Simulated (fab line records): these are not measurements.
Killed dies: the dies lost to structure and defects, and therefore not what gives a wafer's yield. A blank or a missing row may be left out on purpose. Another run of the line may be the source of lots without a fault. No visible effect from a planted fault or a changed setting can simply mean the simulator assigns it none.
Which tool was responsible? :: flow n5 finfet :: Sampling: 11 lots, 31 wafers, 5 of 1938 route steps

## WHAT EACH GAUGE READ, for each wafer
N5_GATE_CUT_OVL_MEAS_14.
lot: L155
measured: day 5 00:08
on: overlay-01
GATE_CUT_OVL (nm): -0.2 -0.5 -0.1

lot: L156
measured: day 5 01:19
on: overlay-01
GATE_CUT_OVL (nm): -0.1 0.2 0.1

lot: L157
measured: day 5 16:09
on: overlay-02
GATE_CUT_OVL (nm): 0.3 1.3 0.1

lot: L163
measured: day 6 21:04
on: overlay-02
GATE_CUT_OVL (nm): 1.5 2.2 1.6

lot: L164
measured: day 7 02:49
on: overlay-01
GATE_CUT_OVL (nm): 1.2 -0.7 1.0

lot: L166
measured: day 7 12:04
on: overlay-02
GATE_CUT_OVL (nm): 1.8 1.3 0.5

lot: L167
measured: day 7 15:06
on: overlay-01
GATE_CUT_OVL (nm): 0.7 0.6 1.4

lot: L168
measured: day 8 00:07
on: overlay-02
GATE_CUT_OVL (nm): 0.6 0.7 0.4

lot: L169
measured: day 8 07:33
on: overlay-01
GATE_CUT_OVL (nm): -0.1 0.2

lot: L170
measured: day 8 10:58
on: overlay-01
GATE_CUT_OVL (nm): 1.3 1.6

lot: L176
measured: day 10 02:01
on: overlay-01
GATE_CUT_OVL (nm): -0.9 0.8 -0.9

N5_BEOL_M4_RC_MEAS_101.
lot: L155
measured: day 9 11:22
on: prober-02
DIBL_N (mV/V): 36.7 37.9 36.8
DIBL_P (mV/V): 37.4 38.7 37.3
IOFF_N (nA/um): 0.161 0.190 0.162
IOFF_P (nA/um): 0.24 0.26 0.23
ION_N (uA/um): 684 687 678
ION_P (uA/um): 475 467 468
SS_N (mV/dec): 72.0 71.9 71.4
SS_P (mV/dec): 73.4 74.0 74.3
VT_N (mV): 247.5 248.9 249.6
VT_P (mV): -247 -249 -249

lot: L156
measured: day 8 19:53
on: prober-01
DIBL_N (mV/V): 34.6 35.1 35.3
DIBL_P (mV/V): 34.8 34.9 35.1
IOFF_N (nA/um): 0.128 0.132 0.137
IOFF_P (nA/um): 0.16 0.17 0.17
ION_N (uA/um): 665 662 668
ION_P (uA/um): 455 453 455
SS_N (mV/dec): 71.2 71.7 71.2
SS_P (mV/dec): 72.0 72.3 71.9
VT_N (mV): 251.3 251.7 253.9
VT_P (mV): -256 -253 -254

lot: L157
measured: day 9 23:38
on: prober-01
DIBL_N (mV/V): 36.5 37.5 36.6
DIBL_P (mV/V): 35.2 37.4 34.6
IOFF_N (nA/um): 0.145 0.176 0.138
IOFF_P (nA/um): 0.20 0.24 0.19
ION_N (uA/um): 677 690 674
ION_P (uA/um): 465 477 460
SS_N (mV/dec): 71.7 71.7 71.2
SS_P (mV/dec): 73.1 73.4 73.4
VT_N (mV): 253.5 246.0 252.7
VT_P (mV): -251 -247 -251

lot: L163
measured: day 10 16:16
on: prober-01
DIBL_N (mV/V): 34.2 34.5 35.3
DIBL_P (mV/V): 35.7 36.1 37.5
IOFF_N (nA/um): 0.151 0.159 0.177
IOFF_P (nA/um): 0.23 0.23 0.26
ION_N (uA/um): 686 670 692
ION_P (uA/um): 468 470 475
SS_N (mV/dec): 71.2 71.8 71.6
SS_P (mV/dec): 72.6 72.4 72.8
VT_N (mV): 248.1 245.6 247.1
VT_P (mV): -247 -248 -246

lot: L164
measured: day 11 11:13
on: prober-02
DIBL_N (mV/V): 37.4 36.9 37.3
DIBL_P (mV/V): 35.5 35.0 35.6
IOFF_N (nA/um): 0.168 0.162 0.174
IOFF_P (nA/um): 0.23 0.21 0.23
ION_N (uA/um): 683 680 682
ION_P (uA/um): 466 466 465
SS_N (mV/dec): 70.9 71.2 71.6
SS_P (mV/dec): 73.8 73.2 73.8
VT_N (mV): 249.0 248.9 250.0
VT_P (mV): -249 -247 -247

lot: L166
measured: day 12 05:26
on: prober-01
DIBL_N (mV/V): 37.2 35.8 36.2
DIBL_P (mV/V): 37.3 36.4 36.6
IOFF_N (nA/um): 0.182 0.173 0.173
IOFF_P (nA/um): 0.25 0.24 0.23
ION_N (uA/um): 680 680 677
ION_P (uA/um): 475 472 465
SS_N (mV/dec): 71.3 71.3 71.1
SS_P (mV/dec): 73.5 73.9 72.8
VT_N (mV): 248.5 249.2 247.7
VT_P (mV): -246 -245 -246

lot: L167
measured: day 11 12:14
on: prober-01
DIBL_N (mV/V): 34.5 34.2 33.8
DIBL_P (mV/V): 34.8 34.3 34.0
IOFF_N (nA/um): 0.155 0.146 0.141
IOFF_P (nA/um): 0.19 0.18 0.17
ION_N (uA/um): 679 681 670
ION_P (uA/um): 468 459 459
SS_N (mV/dec): 71.6 70.7 71.5
SS_P (mV/dec): 73.8 72.8 72.9
VT_N (mV): 249.4 247.7 248.8
VT_P (mV): -252 -255 -256

lot: L168
measured: day 12 12:53
on: prober-02
DIBL_N (mV/V): 37.1 36.4 34.7
DIBL_P (mV/V): 37.0 36.4 34.0
IOFF_N (nA/um): 0.156 0.154 0.120
IOFF_P (nA/um): 0.22 0.21 0.18
ION_N (uA/um): 666 671 660
ION_P (uA/um): 459 457 453
SS_N (mV/dec): 71.4 72.1 70.6
SS_P (mV/dec): 74.0 73.0 73.4
VT_N (mV): 250.1 252.0 254.0
VT_P (mV): -249 -251 -253

lot: L169
measured: day 12 20:43
on: prober-02
DIBL_N (mV/V): 36.3 37.9
DIBL_P (mV/V): 36.0 38.3
IOFF_N (nA/um): 0.133 0.163
IOFF_P (nA/um): 0.20 0.24
ION_N (uA/um): 666 686
ION_P (uA/um): 461 477
SS_N (mV/dec): 71.5 71.9
SS_P (mV/dec): 72.2 74.0
VT_N (mV): 254.8 249.4
VT_P (mV): -251 -248

lot: L170
measured: day 12 10:00
on: prober-02
DIBL_N (mV/V): 36.0 36.0
DIBL_P (mV/V): 35.9 36.1
IOFF_N (nA/um): 0.160 0.152
IOFF_P (nA/um): 0.20 0.20
ION_N (uA/um): 683 672
ION_P (uA/um): 463 461
SS_N (mV/dec): 71.2 71.7
SS_P (mV/dec): 73.4 72.8
VT_N (mV): 249.9 249.2
VT_P (mV): -250 -252

lot: L176
measured: day 13 19:12
on: prober-01
DIBL_N (mV/V): 35.7 37.4 36.5
DIBL_P (mV/V): 36.1 37.9 36.6
IOFF_N (nA/um): 0.147 0.182 0.170
IOFF_P (nA/um): 0.25 0.28 0.26
ION_N (uA/um): 673 675 667
ION_P (uA/um): 469 473 464
SS_N (mV/dec): 71.2 71.5 71.8
SS_P (mV/dec): 73.3 74.0 73.9
VT_N (mV): 249.2 246.1 247.4
VT_P (mV): -246 -245 -246

## WHICH TOOL RAN EACH LOT (tool, then ch and the chambers of the sampled wafers, then the start)
lot: L155
N5_GATE_CUT_STRIP_21: plasma asher-01 ch 0,1, day 5 00:55
N5_GATE_CUT_CMP_23: cmp-01 ch 2,3, day 5 02:33
N5_GATE_CUT_CMP_43: cmp-04 ch 0,1, day 5 02:57

lot: L156
N5_GATE_CUT_STRIP_21: plasma asher-01 ch 1, day 5 02:13
N5_GATE_CUT_CMP_23: cmp-04 ch 0,1,3, day 5 04:21
N5_GATE_CUT_CMP_43: cmp-01 ch 0,3, day 5 04:45

lot: L157
N5_GATE_CUT_STRIP_21: plasma asher-02 ch 0,1, day 5 16:56
N5_GATE_CUT_CMP_23: cmp-03 ch 0,2,3, day 5 18:38
N5_GATE_CUT_CMP_43: cmp-01 ch 0,2,3, day 5 19:03

lot: L163
N5_GATE_CUT_STRIP_21: plasma asher-02 ch 0,1, day 6 21:58
N5_GATE_CUT_CMP_23: cmp-01 ch 0,2, day 6 23:38
N5_GATE_CUT_CMP_43: cmp-01 ch 0,1,2, day 7 00:05

lot: L164
N5_GATE_CUT_STRIP_21: plasma asher-02 ch 0,1, day 7 03:35
N5_GATE_CUT_CMP_23: cmp-03 ch 2,3, day 7 05:16
N5_GATE_CUT_CMP_43: cmp-04 ch 1,2,3, day 7 05:38

lot: L166
N5_GATE_CUT_STRIP_21: plasma asher-01 ch 0,1, day 7 12:50
N5_GATE_CUT_CMP_23: cmp-03 ch 1,2,3, day 7 14:29
N5_GATE_CUT_CMP_43: cmp-04 ch 1,2,3, day 7 14:48

lot: L167
N5_GATE_CUT_STRIP_21: plasma asher-02 ch 0,1, day 7 15:53
N5_GATE_CUT_CMP_23: cmp-03 ch 1,2,3, day 7 17:37
N5_GATE_CUT_CMP_43: cmp-03 ch 0,3, day 7 17:50

lot: L168
N5_GATE_CUT_STRIP_21: plasma asher-01 ch 0,1, day 8 00:53
N5_GATE_CUT_CMP_23: cmp-03 ch 0,1,2, day 8 02:32
N5_GATE_CUT_CMP_43: cmp-04 ch 0,2,3, day 8 02:51

lot: L169
N5_GATE_CUT_STRIP_21: plasma asher-01 ch 0,1, day 8 08:52
N5_GATE_CUT_CMP_23: cmp-03 ch 1,2, day 8 10:31
N5_GATE_CUT_CMP_43: cmp-04 ch 1,2, day 8 10:55

lot: L170
N5_GATE_CUT_STRIP_21: plasma asher-02 ch 1, day 8 11:44
N5_GATE_CUT_CMP_23: cmp-03 ch 2,3, day 8 13:27
N5_GATE_CUT_CMP_43: cmp-04 ch 1,2, day 8 13:42

lot: L176
N5_GATE_CUT_STRIP_21: plasma asher-02 ch 1, day 10 02:47
N5_GATE_CUT_CMP_23: cmp-01 ch 0,1,3, day 10 04:31
N5_GATE_CUT_CMP_43: cmp-04 ch 0,3, day 10 04:45
- N5_GATE_CUT_STRIP_21: strips in N2/H2, time 30 s.
- N5_GATE_CUT_CMP_23: polishes, stops on SiO2, t overpolish 23.4 s, target thk 16 nm.
- N5_GATE_CUT_CMP_43: polishes SiO2.

## AS READ BY THE TOOLS THEMSELVES (means over the sampled wafers that have a number; for cases with no such wafer, the mark the record gives instead)
N5_GATE_CUT_STRIP_21.
lot: L155
tool: plasma asher-01
drypump motor current A (A): 5.49
heater power w (W): 315

lot: L156
tool: plasma asher-01
drypump motor current A (A): 5.52
heater power w (W): 294

lot: L157
tool: plasma asher-02
drypump motor current A (A): 5.31
heater power w (W): 360

lot: L163
tool: plasma asher-02
drypump motor current A (A): 5.30
heater power w (W): 356

lot: L164
tool: plasma asher-02
drypump motor current A (A): 5.30
heater power w (W): 350

lot: L166
tool: plasma asher-01
drypump motor current A (A): 5.50
heater power w (W): 311

lot: L167
tool: plasma asher-02
drypump motor current A (A): 5.29
heater power w (W): 356

lot: L168
tool: plasma asher-01
drypump motor current A (A): 5.49
heater power w (W): 314

lot: L169
tool: plasma asher-01
drypump motor current A (A): 5.49
heater power w (W): 322

lot: L170
tool: plasma asher-02
drypump motor current A (A): 5.33
heater power w (W): 376

lot: L176
tool: plasma asher-02
drypump motor current A (A): 5.31
heater power w (W): 361

N5_GATE_CUT_CMP_23.
lot: L155
tool: cmp-01
motor current A (A): 9.3
overpolish run s (s): 23.404
time to endpoint s (s): 18.9

lot: L156
tool: cmp-04
motor current A (A): 8.5
overpolish run s (s): 23.394
time to endpoint s (s): 19.5

lot: L157
tool: cmp-03
motor current A (A): 8.3
overpolish run s (s): 23.400
time to endpoint s (s): 23.9

lot: L163
tool: cmp-01
motor current A (A): 8.2
overpolish run s (s): 23.398
time to endpoint s (s): 17.6

lot: L164
tool: cmp-03
motor current A (A): 8.3
overpolish run s (s): 23.401
time to endpoint s (s): 22.0

lot: L166
tool: cmp-03
motor current A (A): 9.6
overpolish run s (s): 23.401
time to endpoint s (s): 21.9

lot: L167
tool: cmp-03
motor current A (A): 9.4
overpolish run s (s): 23.395
time to endpoint s (s): 20.1

lot: L168
tool: cmp-03
motor current A (A): 7.9
overpolish run s (s): 23.400
time to endpoint s (s): 17.7

lot: L169
tool: cmp-03
motor current A (A): 8.3
overpolish run s (s): 23.394
time to endpoint s (s): 16.1

lot: L170
tool: cmp-03
motor current A (A): 9.5
overpolish run s (s): 23.389
time to endpoint s (s): 12.6

lot: L176
tool: cmp-01
motor current A (A): 8.6
overpolish run s (s): 23.394
time to endpoint s (s): 21.6

N5_GATE_CUT_CMP_43.
lot: L155
tool: cmp-04
motor current A (A): 11.5

lot: L156
tool: cmp-01
motor current A (A): 11.8

lot: L157
tool: cmp-01
motor current A (A): 11.3

lot: L163
tool: cmp-01
motor current A (A): 11.0

lot: L164
tool: cmp-04
motor current A (A): 10.3

lot: L166
tool: cmp-04
motor current A (A): 10.7

lot: L167
tool: cmp-03
motor current A (A): 12.8

lot: L168
tool: cmp-04
motor current A (A): 11.3

lot: L169
tool: cmp-04
motor current A (A): 10.6

lot: L170
tool: cmp-04
motor current A (A): 10.2

lot: L176
tool: cmp-04
motor current A (A): 11.9

## THE ANSWER, worked out from the rows above alone
Rule: usual is defined by the lots themselves. The widest of any qualifying gaps counts: lots, ordered by their means at a reading, are off when they make up no more than a third of the lots, leave a main group of 4 or more, and stand apart from it by 3 or more times the standard deviation of that group's means. Not used: any main group whose means are identical at the precision the tables above print for the reading. A lot without any number at a reading at which 4 lots or more have one is off too. The other lots that the step has rows for count as sound. Order of review: gauges by route order, followed by the tools' own readings, for which a lot's mean as printed above is used. At the first step where some lot is off, the reading lying furthest off is the one used; lots without a number count as furthest.
No lot is off at any reading shown: from this, nothing can be told.

## WHAT HAD BEEN PUT IN BY THE SIMULATOR
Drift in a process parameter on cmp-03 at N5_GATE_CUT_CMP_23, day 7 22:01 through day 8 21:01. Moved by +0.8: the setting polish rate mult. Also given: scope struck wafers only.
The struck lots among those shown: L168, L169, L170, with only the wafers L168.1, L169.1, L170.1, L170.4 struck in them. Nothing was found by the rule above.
